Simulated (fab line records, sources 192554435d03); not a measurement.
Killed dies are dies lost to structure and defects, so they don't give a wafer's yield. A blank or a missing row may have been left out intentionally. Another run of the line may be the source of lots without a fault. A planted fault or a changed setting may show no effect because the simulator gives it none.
fab line records    flow n5_finfet
record lots=9  wafers=27  last_day=18
route steps=1938 shown FIN_SAQP@129 BEOL_M4@1111 PASSIVATION@1936
lots with no fault: from the same line, run without faults
start_h: hours from the record's opening day to when the first of the lot's shown wafers began    wait_h: hours since the lot's step before    " as in the row above    L1.1+2: a single row standing in for several wafers    - no value, or no start given    * or withheld: withheld    < > ~ a bound
route shown NAME@n: names a module that has steps shown in the file, with the first one's number in the route    usual: mean/standard deviation of fault-free wafers    same: alike in all rows    chamber/n: place in a boat    sites: each site's reading    _std_site: how widely they spread, as a standard deviation    _edge_site: the outer-site mean with the inner-site mean subtracted    radius_mm: how far each site lies from the wafer's centre    mask NAME#n: copy n    behind: tool/chamber where the wafer was last shaped    hold: reason for holding the lot/hours on hold/outcome of the hold    device: which transistor (n, p or np) failed to switch    end of line: tests of these same wafers at the route's end    where a step has no rows: the recipe by itself    killed: count of dies lost to structure and defects at first sort (not the wafer's yield)    map: a wafer's dies, x killed, . not, _ none there
set.NAME: the setting the step ran with; set.NAME@STEP: the setting that earlier step ran with    model.NAME: the simulator's own value behind a step, which no gauge read
steps of the route over a sample of lots; a table a step, a row a wafer
services: the hour from which a tool's chamber was out of use, counted from the record's first day as start_h (under 0 if before that day), plus the number of hours and why
## steps
# step N5_FIN_SAQP_ETCH_57
# recipe chemistry=CH3F/O2  target=SiNx  mask_material=SiO2  target_depth_a=325  time_s=46.4  pressure_mtorr=30  source_w=395  bias_w=73  Ar_flow_sccm=150  CH3F_flow_sccm=30  O2_flow_sccm=20  ion_energy_ev=120  ends=cleared
# usual CH3F_flow_sccm=30.00/0.087  O2_flow_sccm=20.01/0.062  drypump_motor_current_A=5.7/0.39  etch_rf_on_time_s=46.9/1.2  oes_product_au=0.63/0.066  rf_vpp_V=292/7.7  showerhead_plenum_p_Torr=2.01/0.076  throttle_valve_pct=16.30/0.16
lot.wafer  tool         chamber  start_h  wait_h  CH3F_flow_sccm  O2_flow_sccm  drypump_motor_current_A  etch_rf_on_time_s  oes_product_au  rf_hours_counter_h  rf_vpp_V  showerhead_plenum_p_Torr  throttle_valve_pct
L884.1     rie_diel-04  1        55.02    0.1     30.02           20.07         5.4                      47.4               0.61            185                 293       2.08                      16.16
L884.4     "            3        "        "       30.04           20.02         6.1                      48.6               0.57            227                 301       1.98                      16.22
L884.6     "            1        "        "       29.96           19.88         5.4                      46.8               0.61            -                   294       2.08                      16.16
L890.4     rie_diel-02  0        97.87    0.0     29.86           20.01         6.1                      46.4               0.60            181                 283       1.92                      16.21
L890.5     "            1        "        "       29.95           19.98         5.9                      48.6               0.58            -                   304       2.04                      16.31
L890.6     "            2        "        "       29.86           20.03         5.6                      46.2               0.61            -                   285       1.97                      16.49
L891.2     rie_diel-04  2        100.97   0.0     30.17           19.98         5.3                      46.1               0.60            206                 290       1.98                      16.56
L891.4     "            0        "        "       29.88           19.98         5.6                      44.8               0.79            16                  301       2.13                      16.16
L891.6     "            2        "        "       30.13           19.98         5.3                      47.4               0.60            -                   291       1.98                      16.54
L892.1     rie_diel-05  2        104.49   0.0     30.04           20.02         5.5                      47.4               0.64            144                 297       1.83                      16.16
L892.2     "            0        "        "       30.09           20.03         5.1                      46.8               0.59            239                 278       2.07                      16.37
L892.3     "            1        "        "       30.03           20.07         6.1                      46.8               0.67            129                 297       2.08                      16.33
L896.3     rie_diel-02  0        126.16   0.0     29.89           19.97         6.1                      46.8               0.60            190                 282       1.92                      16.23
L896.4     "            3        "        "       29.89           20.01         6.5                      48.5               0.60            190                 287       2.00                      16.19
L896.6     "            0        "        "       29.85           19.98         6.1                      47.7               0.60            -                   283       1.92                      16.21
L897.2     rie_diel-04  0        132.52   0.1     30.15           19.99         5.6                      45.5               0.76            29                  301       2.12                      16.21
L897.4     "            2        "        "       30.01           20.05         5.3                      47.5               0.58            -                   289       1.98                      16.57
L897.6     "            0        "        "       30.08           20.02         5.6                      45.4               0.76            -                   299       2.12                      16.21
L898.1     rie_diel-04  1        138.60   0.1     29.97           20.05         5.4                      46.8               0.61            208                 292       2.07                      16.21
L898.4     "            0        "        "       30.00           19.98         5.6                      46.7               0.76            -                   299       2.12                      16.21
L898.6     "            2        "        "       29.99           19.90         5.3                      47.7               0.59            -                   289       1.98                      16.59
L899.1     rie_diel-04  0        144.74   0.1     30.11           20.05         5.6                      45.2               0.76            35                  300       2.12                      16.21
L899.2     "            2        "        "       30.03           20.05         5.3                      46.5               0.59            225                 290       1.97                      16.58
L899.3     "            1        "        "       30.09           20.07         5.4                      46.4               0.59            211                 293       2.07                      16.22
L901.2     rie_diel-05  1        155.80   0.0     30.03           20.01         6.2                      46.6               0.65            148                 296       2.08                      16.39
L901.3     "            2        "        "       30.00           19.87         5.5                      46.9               0.62            164                 297       1.82                      16.17
L901.5     "            1        "        "       30.07           20.00         6.1                      46.6               0.65            -                   297       2.07                      16.39
# step N5_FIN_SAQP_STRIP_70
# recipe chemistry=N2/H2  power_w=500  temp_c=40  pressure_mtorr=50  rf_frequency_hz=6e+07  overash_fraction=0.3  bias_power_w=28  h2_frac=0.5  n2_flow_sccm=300  h2_flow_sccm=300
# usual drypump_motor_current_A=5.7/0.41  n2_flow_sccm=300.1/0.94  oes_product_au=0.75/0.087  rf_vpp_V=121.8/1.1  showerhead_plenum_p_Torr=3.37/0.14  throttle_valve_pct=19.0/0.41
lot.wafer  tool         chamber  start_h  wait_h  drypump_motor_current_A  n2_flow_sccm  oes_product_au  rf_hours_counter_h  rf_vpp_V  showerhead_plenum_p_Torr  throttle_valve_pct
L884.1     rie_diel-04  1        55.79    0.0     5.4                      299.5         0.70            186                 122.0     3.48                      18.7
L884.4     "            3        "        "       6.1                      300.1         0.67            227                 120.9     3.29                      18.7
L884.6     "            0        "        "       5.6                      300.1         1.01            -                   123.8     3.61                      18.9
L890.4     rie_diel-04  2        98.64    0.0     5.3                      300.3         0.70            205                 121.4     3.36                      19.7
L890.5     "            0        "        "       5.6                      300.3         0.95            -                   122.8     3.60                      18.9
L890.6     "            1        "        "       5.5                      300.2         0.70            -                   121.3     3.48                      18.7
L891.2     rie_diel-05  1        101.81   0.0     6.2                      302.2         0.79            127                 121.5     3.50                      18.8
L891.4     "            0        "        "       5.1                      300.4         0.71            -                   123.7     3.47                      18.9
L891.6     "            1        "        "       6.2                      299.1         0.78            -                   122.3     3.50                      18.8
L892.1     rie_diel-05  1        105.26   0.0     6.2                      300.0         0.77            129                 122.3     3.50                      18.8
L892.2     "            0        "        "       5.1                      300.4         0.70            240                 122.8     3.47                      18.9
L892.3     "            2        "        "       5.5                      301.0         0.77            145                 120.9     3.10                      18.7
L896.3     rie_diel-02  0        126.93   0.0     6.2                      300.8         0.70            191                 121.0     3.22                      18.7
L896.4     "            3        "        "       6.6                      301.6         0.70            190                 121.0     3.35                      19.3
L896.6     "            2        "        "       5.6                      299.7         0.70            -                   119.3     3.34                      19.2
L897.2     rie_diel-02  3        133.49   0.0     6.6                      300.1         0.70            194                 121.9     3.35                      19.3
L897.4     "            2        "        "       5.6                      300.7         0.70            -                   120.6     3.34                      19.2
L897.6     "            0        "        "       6.1                      299.2         0.69            -                   121.5     3.22                      18.7
L898.1     rie_diel-04  1        139.53   0.0     5.5                      301.6         0.69            209                 121.8     3.47                      18.7
L898.4     "            2        "        "       5.3                      301.4         0.69            -                   120.3     3.35                      19.7
L898.6     "            0        "        "       5.6                      298.9         0.92            -                   123.6     3.59                      18.9
L899.1     rie_diel-05  2        145.51   0.0     5.5                      300.4         0.76            159                 120.3     3.09                      18.6
L899.2     "            1        "        "       6.2                      298.9         0.77            143                 123.2     3.49                      18.8
L899.3     "            3        "        "       5.6                      298.5         0.94            9                   122.1     3.31                      19.5
L901.2     rie_diel-02  1        156.57   0.0     6.0                      299.6         0.97            1                   122.0     3.46                      19.0
L901.3     "            2        "        "       5.6                      299.5         0.70            232                 121.9     3.34                      19.2
L901.5     "            3        "        "       6.6                      300.4         0.69            -                   122.5     3.34                      19.3
# step N5_FIN_SAQP_HM_CD_35
# recipe target_cd_nm=8  polarity=line
# usual cd_nm=8.15/0.28
lot.wafer  tool       chamber  start_h  wait_h  cd_nm
L884.1     cd_sem-02  -        56.95    0.1     8.49
L884.4     "          -        "        "       8.48
L884.6     "          -        "        "       8.02
L890.4     cd_sem-03  -        101.29   0.0     8.21
L890.5     "          -        "        "       8.30
L890.6     "          -        "        "       8.05
L891.2     cd_sem-02  -        102.86   0.1     8.56
L891.4     "          -        "        "       8.30
L891.6     "          -        "        "       8.78
L892.1     cd_sem-01  -        106.25   0.1     8.28
L892.2     "          -        "        "       8.06
L892.3     "          -        "        "       8.03
L896.3     cd_sem-02  -        127.93   0.1     7.97
L896.4     "          -        "        "       8.28
L896.6     "          -        "        "       7.84
L897.2     cd_sem-01  -        134.75   0.1     8.20
L897.4     "          -        "        "       8.14
L897.6     "          -        "        "       7.98
L898.1     cd_sem-02  -        140.61   0.1     8.13
L898.4     "          -        "        "       8.24
L898.6     "          -        "        "       7.62
L899.1     cd_sem-03  -        148.07   0.1     7.99
L899.2     "          -        "        "       8.01
L899.3     "          -        "        "       8.18
L901.2     cd_sem-01  -        157.57   0.1     8.12
L901.3     "          -        "        "       7.87
L901.5     "          -        "        "       8.19
# step N5_FIN_SAQP_ETCH_64
# recipe chemistry=CF4  target=SiO2  target_depth_a=15  ion_energy_ev=350  pressure_mtorr=10  icp_w=800  bias_w=400  cf4_flow_sccm=80
# usual bias_w=399.9/1.2  cf4_flow_sccm=80.00/0.27  drypump_motor_current_A=5.6/0.53  oes_product_au=0.995/0.018  throttle_valve_pct=21.7/0.32
lot.wafer  tool       chamber  start_h  wait_h  bias_w  cf4_flow_sccm  drypump_motor_current_A  oes_product_au  rf_hours_counter_h  throttle_valve_pct
L884.1     rie_si-02  3        57.00    0.0     400.7   79.73          5.8                      0.981           116                 21.1
L884.4     "          1        "        "       402.1   80.38          4.9                      1.032           178                 21.2
L884.6     "          0        "        "       398.8   80.09          4.9                      0.984           -                   22.2
L890.4     rie_si-05  1        101.33   0.0     -       -              -                        -               -                   -
L890.5     "          0        "        "       -       -              -                        -               -                   -
L890.6     "          3        "        "       -       -              -                        -               -                   -
L891.2     rie_si-05  1        102.90   0.0     -       -              -                        -               -                   -
L891.4     "          2        "        "       -       -              -                        -               -                   -
L891.6     "          1        "        "       -       -              -                        -               -                   -
L892.1     rie_si-02  1        106.30   0.0     -       -              -                        -               -                   -
L892.2     "          3        "        "       -       -              -                        -               -                   -
L892.3     "          0        "        "       -       -              -                        -               -                   -
L896.3     rie_si-02  3        127.97   0.0     400.6   79.64          5.8                      0.976           118                 21.1
L896.4     "          0        "        "       400.1   80.10          4.9                      0.979           97                  22.1
L896.6     "          0        "        "       399.4   79.73          4.9                      0.985           -                   22.2
L897.2     rie_si-05  3        134.80   0.0     399.7   80.27          5.3                      0.980           126                 21.9
L897.4     "          0        "        "       400.0   80.21          5.3                      1.013           59                  21.9
L897.6     "          2        "        "       400.8   79.95          6.4                      0.984           -                   22.0
L898.1     rie_si-02  2        140.66   0.0     399.2   80.16          6.4                      1.003           118                 21.6
L898.4     "          3        "        "       399.0   79.65          5.8                      0.977           118                 21.1
L898.6     "          2        "        "       398.5   79.85          6.4                      0.994           -                   21.6
L899.1     rie_si-05  1        148.12   0.0     399.6   80.18          5.7                      0.992           56                  21.6
L899.2     "          0        "        "       400.2   79.89          5.3                      1.014           60                  21.9
L899.3     "          2        "        "       400.0   80.41          6.4                      0.986           143                 22.0
L901.2     rie_si-02  0        157.62   0.0     399.6   80.21          4.9                      0.980           98                  22.1
L901.3     "          3        "        "       400.5   80.12          5.8                      0.976           118                 21.1
L901.5     "          3        "        "       401.9   79.23          5.8                      0.974           -                   21.1
# step N5_BEOL_M4_RC_MEAS_101
# usual DIBL_N=36.4/2  DIBL_P=36.1/2.5  IOFF_N=0.16/0.037  IOFF_P=0.20/0.038  ION_N=670/13  ION_P=459/8.3  SS_N=71.6/0.69  SS_P=73.3/0.72  VT_N=250/3.4  VT_P=-251/3.1
lot.wafer  tool       chamber  start_h  wait_h  DIBL_N[mV/V]  DIBL_P[mV/V]  IOFF_N[nA/um]  IOFF_P[nA/um]  ION_N[uA/um]  ION_P[uA/um]  SS_N[mV/dec]  SS_P[mV/dec]  VT_N[mV]  VT_P[mV]
L884.1     prober-01  0        195.74   0.0     34.9          34.7          0.13           0.16           665           454           70.6          72.8          255       -254
L884.4     "          0        "        "       39.3          39.6          0.22           0.25           680           461           72.3          73.9          249       -249
L884.6     "          0        "        "       35.5          34.9          0.14           0.16           663           449           71.7          73.0          251       -255
L896.3     prober-02  0        271.31   0.3     37.8          36.1          0.15           0.22           676           467           72.1          73.2          249       -249
L896.4     "          0        "        "       38.4          36.1          0.17           0.22           679           465           72.0          73.1          250       -248
L896.6     "          0        "        "       37.0          35.6          0.15           0.22           685           476           71.7          73.2          249       -250
L898.1     prober-02  0        279.45   0.0     39.0          40.1          0.21           0.25           684           464           72.2          73.8          248       -249
L898.4     "          0        "        "       34.5          34.5          0.12           0.16           657           454           71.0          72.7          255       -255
L898.6     "          0        "        "       33.6          33.7          0.11           0.15           654           450           71.1          72.6          255       -254
L897.2     prober-01  0        290.48   0.2     37.0          39.0          0.17           0.27           674           469           71.6          73.9          252       -246
L897.4     "          0        "        "       35.0          34.6          0.12           0.20           654           461           71.4          72.7          254       -250
L897.6     "          0        "        "       35.4          36.6          0.13           0.22           661           467           71.2          73.8          253       -247
L899.1     prober-02  0        297.49   0.0     35.5          35.2          0.15           0.21           669           460           72.0          72.5          250       -250
L899.2     "          0        "        "       34.2          34.1          0.12           0.18           669           459           71.5          72.3          255       -251
L899.3     "          0        "        "       37.4          36.8          0.19           0.22           668           456           73.1          73.3          247       -249
L901.2     prober-01  0        304.50   0.2     36.7          36.9          0.18           0.19           676           455           71.4          74.0          246       -254
L901.3     "          0        "        "       37.6          36.4          0.17           0.18           668           445           71.6          73.9          247       -255
L901.5     "          0        "        "       35.3          34.9          0.13           0.17           651           452           70.8          72.3          251       -256
# step N5_PASSIVATION_PROBE_49
# usual killed_at_M0_to_M3=34/11  killed_at_M4_up=13/5.2  killed_at_contacts=13/6.3  killed_at_front_end=40/14  killed_at_other=3.2/2.4  killed_dies=104/19  killed_on_rim=14/4.2  killed_open=69/14  killed_short=32/7.5
# same gross_dies=1180  killed_at_back_side=0
lot.wafer  tool       chamber  start_h  wait_h  killed_at_M0_to_M3  killed_at_M4_up  killed_at_contacts  killed_at_front_end  killed_at_other  killed_dies  killed_on_rim  killed_open  killed_short
L884.1     prober-02  -        292.63   0.0     38                  7                9                   49                   8                111          14             74           36
L884.4     prober-02  -        292.78   0.2     30                  9                6                   56                   2                103          9              75           28
L884.6     prober-02  -        292.88   0.3     29                  20               2                   47                   1                99           9              69           23
L891.2     prober-02  -        335.71   0.1     29                  23               6                   1118                 4                1180         152            80           35
L891.4     prober-02  -        335.81   0.2     33                  15               22                  1105                 5                1180         152            76           35
L891.6     prober-02  -        335.91   0.3     26                  20               12                  1118                 4                1180         152            78           27
L892.1     prober-02  -        349.72   0.0     25                  15               14                  1123                 3                1180         152            58           23
L892.2     prober-02  -        349.77   0.1     39                  25               18                  1093                 5                1180         152            79           37
L892.3     prober-02  -        349.82   0.1     28                  12               26                  1101                 13               1180         152            82           26
L890.4     prober-02  -        358.62   0.2     28                  12               7                   1132                 1                1180         152            36           42
L890.5     prober-02  -        358.67   0.2     27                  14               23                  1113                 3                1180         152            77           30
L890.6     prober-02  -        358.72   0.3     22                  9                21                  1128                 0                1180         152            56           26
L896.3     prober-01  -        369.46   0.1     28                  17               16                  39                   2                102          16             62           37
L896.4     prober-01  -        369.51   0.2     40                  23               15                  24                   0                102          20             67           29
L896.6     prober-01  -        369.61   0.3     39                  15               16                  32                   5                107          12             61           40
L898.1     prober-02  -        387.37   0.0     33                  8                13                  41                   2                97           9              69           24
L898.4     prober-02  -        387.52   0.2     38                  7                11                  39                   5                100          10             56           39
L898.6     prober-02  -        387.62   0.3     50                  10               6                   34                   1                101          13             70           28
L897.2     prober-01  -        393.39   0.1     47                  13               27                  48                   3                138          18             90           44
L897.4     prober-01  -        393.49   0.2     21                  12               18                  31                   3                85           13             49           27
L897.6     prober-01  -        393.59   0.3     20                  10               17                  21                   1                69           6              50           18
L899.1     prober-02  -        400.46   0.0     24                  7                23                  43                   1                98           8              60           37
L899.2     prober-02  -        400.51   0.1     49                  11               8                   38                   1                107          12             69           33
L899.3     prober-02  -        400.56   0.1     38                  21               21                  39                   1                120          16             88           32
L901.2     prober-02  -        421.61   0.1     25                  18               16                  34                   3                96           16             69           24
L901.3     prober-02  -        421.66   0.1     26                  22               8                   51                   0                107          17             73           31
L901.5     prober-02  -        421.76   0.2     32                  19               2                   59                   0                112          15             69           40
# killed by level:class
L884.1 FIN_SAQP:geometric_particle:open=17 BEOL_M1:geometric_particle:open=9 BEOL_M3:geometric_particle:open=8 FIN_SAQP:geometric_particle:short=7 MOL_CONTACT_COAG:geometric_particle:open=6 STI_FIN_REVEAL:geometric_particle:open=5 BEOL_M0_SAQP:geometric_particle:short=5 BEOL_M0:geometric_particle:open=5
L884.4 FIN_SAQP:geometric_particle:open=13 FIN_SAQP:geometric_particle:short=10 STI_FIN_REVEAL:geometric_particle:open=9 BEOL_M1:geometric_particle:open=9 BEOL_M3:geometric_particle:open=7 BEOL_M0_SAQP:geometric_particle:open=7 MOL_CONTACT_COAG:geometric_particle:open=4 BEOL_M5:geometric_particle:open=4
L884.6 STI_FIN_REVEAL:geometric_particle:open=12 BEOL_M3:geometric_particle:open=10 FIN_SAQP:geometric_particle:open=9 FIN_SAQP:geometric_particle:short=7 STARTING-WAFER:geometric_particle:open=7 BEOL_M1:geometric_particle:open=6 BEOL_M2:geometric_particle:open=5 DUMMY_GATE:geometric_particle:open=3
L891.2 FIN_SAQP:area_etch=1065 STI_FIN_REVEAL:geometric_particle:open=15 FIN_SAQP:geometric_particle:open=11 BEOL_M2:geometric_particle:open=7 BEOL_M4:geometric_particle:open=7 FIN_SAQP:geometric_particle:short=6 MOL_CONTACT_COAG:geometric_particle:open=6 BEOL_M0_SAQP:geometric_particle:short=6
L891.4 FIN_SAQP:area_etch=1068 MOL_CONTACT_COAG:geometric_particle:open=18 BEOL_M0_SAQP:geometric_particle:open=15 BEOL_M4:geometric_particle:open=8 FIN_SAQP:geometric_particle:short=7 STI_FIN_REVEAL:geometric_particle:open=7 BEOL_M0_SAQP:geometric_particle:short=7 FIN_SAQP:geometric_particle:open=4
L891.6 FIN_SAQP:area_etch=1071 STI_FIN_REVEAL:geometric_particle:open=12 BEOL_M4:geometric_particle:open=12 BEOL_M0_SAQP:geometric_particle:open=11 FIN_SAQP:geometric_particle:open=10 DUMMY_GATE:geometric_particle:open=9 MOL_CONTACT_COAG:geometric_particle:open=7 BEOL_M0_SAQP:geometric_particle:short=7
L892.1 FIN_SAQP:area_etch=1098 MOL_CONTACT_COAG:geometric_particle:open=11 BEOL_M4:geometric_particle:open=9 BEOL_M2:geometric_particle:open=8 BEOL_M3:geometric_particle:open=7 FIN_SAQP:geometric_particle:open=5 STARTING-WAFER:geometric_particle:short=4 STARTING-WAFER:geometric_particle:open=4
L892.2 FIN_SAQP:area_etch=1063 BEOL_M4:geometric_particle:open=14 MOL_CONTACT_COAG:geometric_particle:open=13 BEOL_M2:geometric_particle:open=11 BEOL_M0:geometric_particle:open=6 GATE_CUT:geometric_particle:open=5 MOL_CONTACT_COAG:geometric_particle:short=5 BEOL_M0_SAQP:geometric_particle:open=5
L892.3 FIN_SAQP:area_etch=1071 MOL_CONTACT_COAG:geometric_particle:open=23 FIN_SAQP:geometric_particle:open=9 BEOL_M4:geometric_particle:open=8 BEOL_M1:geometric_particle:open=6 BEOL_M0_SAQP:geometric_particle:open=6 BEOL_M3:geometric_particle:open=6 PASS1_CAP:geometric_particle:short=6
L890.4 FIN_SAQP:area_etch=1101 FIN_SAQP:geometric_particle:short=10 BEOL_M0_SAQP:geometric_particle:short=9 STI_FIN_REVEAL:geometric_particle:open=6 MOL_CONTACT_COAG:geometric_particle:open=5 FIN_SAQP:geometric_particle:open=4 GATE_CUT:geometric_particle:short=4 BEOL_M0_SAQP:geometric_particle:open=4
L890.5 FIN_SAQP:area_etch=1073 MOL_CONTACT_COAG:geometric_particle:open=18 FIN_SAQP:geometric_particle:open=10 BEOL_M4:geometric_particle:open=7 FIN_SAQP:geometric_particle:short=6 STI_FIN_REVEAL:geometric_particle:open=6 BEOL_M0_SAQP:geometric_particle:open=6 BEOL_M0_SAQP:geometric_particle:short=6
L890.6 FIN_SAQP:area_etch=1098 MOL_CONTACT_COAG:geometric_particle:open=19 BEOL_M0_SAQP:geometric_particle:open=10 ILD0:geometric_particle:short=5 BEOL_M0_SAQP:geometric_particle:short=5 STI_FIN_REVEAL:geometric_particle:open=4 DUMMY_GATE:geometric_particle:open=3 ILD0:geometric_particle:open=3
L896.3 MOL_CONTACT_COAG:geometric_particle:open=12 BEOL_M4:geometric_particle:open=8 FIN_SAQP:geometric_particle:short=7 GATE_CUT:geometric_particle:short=7 DUMMY_GATE:geometric_particle:open=6 BEOL_M1:geometric_particle:open=6 BEOL_M5:geometric_particle:open=6 STI_FIN_REVEAL:geometric_particle:open=5
L896.4 BEOL_M2:geometric_particle:open=12 BEOL_M4:geometric_particle:open=11 MOL_CONTACT_COAG:geometric_particle:short=8 BEOL_M3:geometric_particle:open=8 FIN_SAQP:geometric_particle:open=6 MOL_CONTACT_COAG:geometric_particle:open=5 BEOL_M0_SAQP:geometric_particle:open=5 FIN_SAQP:geometric_particle:short=4
L896.6 MOL_CONTACT_COAG:geometric_particle:open=10 STI_FIN_REVEAL:geometric_particle:open=10 BEOL_M0_SAQP:geometric_particle:open=9 BEOL_M0_SAQP:geometric_particle:short=9 BEOL_M2:geometric_particle:short=8 MOL_CONTACT_COAG:geometric_particle:short=6 BEOL_M2:geometric_particle:open=6 GATE_CUT:geometric_particle:short=4
L898.1 BEOL_M0_SAQP:geometric_particle:open=12 MOL_CONTACT_COAG:geometric_particle:open=11 FIN_SAQP:geometric_particle:short=7 STI_FIN_REVEAL:geometric_particle:open=7 BEOL_M1:geometric_particle:open=7 BEOL_M2:geometric_particle:open=6 FIN_SAQP:geometric_particle:open=5 DUMMY_GATE:geometric_particle:open=4
L898.4 BEOL_M0_SAQP:geometric_particle:short=12 MOL_CONTACT_COAG:geometric_particle:open=10 BEOL_M0_SAQP:geometric_particle:open=9 FIN_SAQP:geometric_particle:short=8 DUMMY_GATE:geometric_particle:open=6 GATE_CUT:geometric_particle:short=6 STI_FIN_REVEAL:geometric_particle:open=4 BEOL_M3:geometric_particle:open=4
L898.6 BEOL_M0_SAQP:geometric_particle:open=12 BEOL_M3:geometric_particle:open=11 BEOL_M0_SAQP:geometric_particle:short=10 BEOL_M1:geometric_particle:open=9 STARTING-WAFER:geometric_particle:open=6 FIN_SAQP:geometric_particle:open=5 FIN_SAQP:geometric_particle:short=5 DUMMY_GATE:geometric_particle:open=4
L897.2 MOL_CONTACT_COAG:geometric_particle:open=20 FIN_SAQP:geometric_particle:short=13 BEOL_M3:geometric_particle:open=11 FIN_SAQP:geometric_particle:open=8 STI_FIN_REVEAL:geometric_particle:open=7 MOL_CONTACT_COAG:geometric_particle:short=7 BEOL_M0_SAQP:geometric_particle:short=7 BEOL_M0_SAQP:geometric_particle:open=6
L897.4 MOL_CONTACT_COAG:geometric_particle:open=15 HKMG_FIN:area_etch=6 BEOL_M4:geometric_particle:open=5 DUMMY_GATE:geometric_particle:open=4 BEOL_M2:geometric_particle:short=4 BEOL_M3:geometric_particle:open=4 STI_FIN_REVEAL:geometric_particle:open=3 SDB:geometric_particle:short=3
L897.6 MOL_CONTACT_COAG:geometric_particle:open=13 BEOL_M1:geometric_particle:open=8 STI_FIN_REVEAL:geometric_particle:open=4 MOL_CONTACT_COAG:geometric_particle:short=4 BEOL_M0_SAQP:geometric_particle:open=4 FIN_SAQP:geometric_particle:open=3 GATE_CUT:geometric_particle:short=3 BEOL_M4:geometric_particle:open=3
L899.1 MOL_CONTACT_COAG:geometric_particle:open=15 FIN_SAQP:geometric_particle:short=14 MOL_CONTACT_COAG:geometric_particle:short=8 STI_FIN_REVEAL:geometric_particle:open=7 FIN_SAQP:geometric_particle:open=6 BEOL_M2:geometric_particle:open=6 BEOL_M3:geometric_particle:open=5 BEOL_M0_SAQP:geometric_particle:open=5
L899.2 BEOL_M2:geometric_particle:open=18 BEOL_M0_SAQP:geometric_particle:short=10 BEOL_M1:geometric_particle:open=8 STI_FIN_REVEAL:geometric_particle:open=6 DUMMY_GATE:geometric_particle:open=6 MOL_CONTACT_COAG:geometric_particle:open=6 BEOL_M0:geometric_particle:open=6 FIN_SAQP:geometric_particle:short=5
L899.3 MOL_CONTACT_COAG:geometric_particle:open=16 BEOL_M2:geometric_particle:open=14 FIN_SAQP:geometric_particle:short=9 BEOL_M1:geometric_particle:open=9 STI_FIN_REVEAL:geometric_particle:open=8 FIN_SAQP:geometric_particle:open=7 DUMMY_GATE:geometric_particle:open=6 MOL_CONTACT_COAG:geometric_particle:short=5
L901.2 MOL_CONTACT_COAG:geometric_particle:open=14 STI_FIN_REVEAL:geometric_particle:open=12 BEOL_M4:geometric_particle:open=7 BEOL_M0_SAQP:geometric_particle:short=6 FIN_SAQP:geometric_particle:open=5 BEOL_M0_SAQP:geometric_particle:open=5 GATE_CUT:geometric_particle:open=4 BEOL_M0:geometric_particle:open=4
L901.3 FIN_SAQP:geometric_particle:open=23 BEOL_M4:geometric_particle:open=9 STI_FIN_REVEAL:geometric_particle:open=6 MOL_CONTACT_COAG:geometric_particle:open=6 BEOL_M0_SAQP:geometric_particle:short=5 BEOL_M0_SAQP:geometric_particle:open=5 BEOL_M1:geometric_particle:open=4 BEOL_M4:geometric_particle:short=4
L901.5 FIN_SAQP:geometric_particle:open=15 STI_FIN_REVEAL:geometric_particle:open=14 FIN_SAQP:geometric_particle:short=11 BEOL_M0_SAQP:geometric_particle:open=9 BEOL_M4:geometric_particle:open=9 BEOL_M0_SAQP:geometric_particle:short=4 GATE_CUT:geometric_particle:open=4 GATE_CUT:geometric_particle:short=4
## services
tool         chamber  start_h  hours  kind
rie_si-02    2        38.22    5.3    repair
rie_diel-05  -        46.75    2.8    pm
rie_diel-02  -        63.88    0.1    repair
rie_diel-04  1        84.16    5.7    repair
rie_diel-05  3        98.30    -      clean
rie_diel-05  3        98.30    -      consumable_replace:focus_ring
rie_diel-05  3        98.30    19.9   scheduled_down
rie_diel-05  3        98.30    19.9   vent_cycle
rie_si-02    2        105.70   4.0    repair
rie_si-05    -        107.59   2.8    pm
rie_diel-04  3        117.89   -      clean
rie_diel-04  3        117.89   -      consumable_replace:focus_ring
rie_diel-04  3        117.89   23.5   scheduled_down
rie_diel-04  3        117.89   23.5   vent_cycle
rie_diel-05  0        132.26   -      clean
rie_diel-05  0        132.26   -      consumable_replace:focus_ring
rie_diel-05  0        132.26   24.3   scheduled_down
rie_diel-05  0        132.26   24.3   vent_cycle
rie_diel-02  1        136.01   -      clean
rie_diel-02  1        136.01   -      consumable_replace:focus_ring
rie_diel-05  -        138.50   4.3    pm
rie_si-05    1        140.86   2.5    repair
rie_diel-04  3        143.18   13.8   repair
rie_si-02    1        156.72   4.8    repair
## key
first_sign step=N5_FIN_SAQP_ETCH_64  reading=tool_record  direction=missing
effect step=N5_PASSIVATION_PROBE_49  reading=killed_at_front_end  direction=up  sigmas=79  usual=40  struck=1115
more_kills_born_at N5_FIN_SAQP_ETCH_64@rie_si-05=6476  N5_FIN_SAQP_ETCH_64@rie_si-02=3232
met_at N5_FIN_SAQP_ETCH_64
struck_lots L890,L891,L892
later_rows_left_out L890.4,L890.5,L890.6,L891.2,L891.4,L891.6,L892.1,L892.2,L892.3
tester_left_out L890,L891,L892
not_acting_at N5_FIN_SAQP_ETCH_57,N5_FIN_SAQP_STRIP_70,N5_FIN_SAQP_HM_CD_35
onset_between 57.00 101.33
fault kind=skipped_step_whole  tool=rie_si-02,rie_si-05  chamber=-  onset_h=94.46  steps=N5_FIN_SAQP_ETCH_64  scope=struck_lots_only
# tester_left_out: of these lots the tester's yield and bins aren't shown, on N5 and GAA mostly nor the transistor test; their killed dies are dies lost to structure and defects alone, not to doping, threshold or leakage, so they don't give the yield
# later_rows_left_out: the simulator's readings of these wafers behind a module that went badly wrong aren't trusted and aren't shown, but for the sort
